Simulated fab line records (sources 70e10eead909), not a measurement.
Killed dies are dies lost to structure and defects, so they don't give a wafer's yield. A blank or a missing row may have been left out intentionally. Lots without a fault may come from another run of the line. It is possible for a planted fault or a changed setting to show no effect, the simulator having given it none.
Struck lot and sound lot, side by side :: flow nand harc :: 25 steps out of a route of 1302
Sound: the wafers L692.1, L692.3, L692.6. The struck wafers were L699.1, L699.2, L699.3. The cause comes at the end.
Order at every step that has rows: each side's tool, ch and its chambers, its first start. Under that, the readings that differ: sound wafers :: struck wafers :: difference of the means :: sigmas: that difference in standard deviations of wafers without a fault.
alike: readings with means less than 2 such deviations apart, plus words and numbers identical on both sides. not compared: withheld readings, readings lacking a value on some wafer, bounds such as >300 that could conceal the same value, and numbers that have no deviation in the record and whose values overlap.
A row with sigmas, a row that says differs or no value, or rows on one side alone: a step with any of these is where the two part. Numbers that have no deviation but don't overlap get no sigmas and don't part them. Lack of a reading on every wafer of one side parts them only where that side has two or more wafers.

first, 1 step without rows for these wafers: NHARC_A_M0_SRD_25.
NHARC_A_M0_INSPECT_27:
  sound on defect inspect-02 at day 23 17:50; struck on defect inspect-01 at day 26 16:23
  alike: raw defect count
NHARC_A_M0_PRE_CLEAN_31: time 12 s.
  sound on pecvd-02 ch 1,2, day 23 17:55; struck on pecvd-04 ch 0,1,2, day 26 16:27
  alike: heater power w, susceptor temp C
NHARC_A_M0_DEP_32: deposits SiCN, target thk 30 nm.
  sound on pecvd-02 ch 1,2, day 23 18:02; struck on pecvd-04 ch 0,1,2, day 26 16:32
  alike: heater power w, susceptor temp C
then, 7 steps without rows for these wafers: NHARC_A_M1_DEP_00 (deposits SiOC, target thk 182.5 nm); NHARC_A_M1_DEHYDRATE_01 (time 120 s); NHARC_A_M1_HMDS_02 (time 30 s); NHARC_A_M1_COAT_34 (time 65 s); NHARC_A_M1_COAT_03 (resist thk 90 nm); NHARC_A_M1_SOFTBAKE_04 (time 55 s); NHARC_A_M1_EBR_05.
NHARC_A_M1_EXPOSE_06: exposes mask A M1, target cd 120 nm.
  sound on arfi scanner-03 ch 0, day 23 19:05; struck on arfi scanner-03 ch 0, day 26 17:31
reading: exposure dose mJ cm2
sound: 75.02 75.00 74.95
struck: 73.43 73.54 73.50
difference: -1.50
sigmas: -17

reading: stage vel mm s (mm/s)
sound: 499.66 499.35 499.67
struck: 499.94 500.16 500.12
difference: +0.51
sigmas: +2
  alike: mask
then, 2 steps without rows for these wafers: NHARC_A_M1_PEB_07 (peb time 65 s); NHARC_A_M1_DEVELOP_08 (develop time 35 s).
NHARC_A_M1_CD_MEAS_09: target cd 120 nm.
  sound on cd sem-03 ch 0, day 23 19:14; struck on cd sem-01 ch 0, day 26 17:39
reading: cd nm (nm)
sound: 119.9 120.4 120.7
struck: 118.9 118.5 118.1
difference: -1.8
sigmas: -3
NHARC_A_M1_OVL_MEAS_10: pitch 240 nm.
  sound on overlay-01 at day 23 19:19; struck on overlay-02 at day 26 17:44
reading: overlay y nm (nm)
sound: 0.5 0.2 0.2
struck: 1.5 1.6 1.8
difference: +1.3
sigmas: +2
  alike: overlay x nm
NHARC_A_M1_INSPECT_11:
  sound on defect inspect-02 at day 23 19:22; struck on defect inspect-02 at day 26 17:46
  alike: raw defect count
NHARC_A_M1_DESCUM_14: chemistry O2, time 3 s.
  sound on rie diel-11 ch 1,2,3, day 23 19:26; struck on rie diel-04 ch 1,2,3, day 26 17:50
reading: model.A_M1.cd nm (nm)
sound: 119.8 119.8 120.3
struck: 118.5 118.7 117.9
difference: -1.6
sigmas: 
  alike: chamber pressure mTorr, drypump motor current A, oes product au, rf vpp V, showerhead plenum p Torr, throttle valve pct
  not compared: rf hours counter h
NHARC_A_M1_ETCH_35: etches the open film in N2/H2, target depth 40 nm, overetch 12 nm, time 43.94 s.
  sound on rie diel-11 ch 0,3, day 23 19:31; struck on rie diel-04 ch 1,2,3, day 26 17:55
  alike: chamber pressure mTorr, drypump motor current A, n2 flow sccm, oes product au, rf vpp V, showerhead plenum p Torr, throttle valve pct
  not compared: rf hours counter h
NHARC_A_M1_ETCH_15: etches the open film in C4F8/Ar, target depth 182.5 nm, time 91.2 s.
  sound on rie diel-11 ch 1,2,3; struck on rie diel-04 ch 0,1,2
  alike: chamber pressure mTorr, oes product au, rf vpp V
  not compared: rf hours counter h
NHARC_A_M1_CD_MEAS_16:
  sound on cd sem-01 at day 23 19:44; struck on cd sem-02 at day 26 18:08
reading: cd nm (nm)
sound: 119.9 119.9 120.3
struck: 117.9 118.9 117.8
difference: -1.8
sigmas: -3
NHARC_A_M1_STRIP_18: strips in N2/H2.
  sound on rie diel-02 ch 0,1,3, day 23 19:48; struck on rie diel-04 ch 0,1,2, day 26 18:14
  alike: chamber pressure mTorr, drypump motor current A, n2 flow sccm, oes product au, rf vpp V, showerhead plenum p Torr, throttle valve pct
  not compared: rf hours counter h
NHARC_A_M1_ETCH_28: etches the open film in CF4/N2, target depth 30 nm, time 72.99 s.
  sound on rie diel-02 ch 1,2; struck on rie diel-04 ch 0,2,3
reading: model.A_M1.cd nm (nm)
sound: 119.7 120 120
struck: 117.6 119 117.8
difference: -1.8
sigmas: 
  alike: chamber pressure mTorr, drypump motor current A, n2 flow sccm, oes product au, rf vpp V, showerhead plenum p Torr, throttle valve pct
  not compared: rf hours counter h
then, 2 steps without rows for these wafers: NHARC_A_M1_STRIP_19 (strips in post etch residue remover, time 600 s); NHARC_END_SORT_01.

WHERE THEY PART
First at NHARC_A_M1_EXPOSE_06; last, within this record, at NHARC_A_M1_CD_MEAS_16. Later steps at which nothing parts them and some readings are alike: NHARC_A_M1_STRIP_18, NHARC_A_M1_ETCH_28.

WHY: what the simulator had put in
Process parameters drifting: arfi scanner-03 at NHARC_A_M1_EXPOSE_06, beginning at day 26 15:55. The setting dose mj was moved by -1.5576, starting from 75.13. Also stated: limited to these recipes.
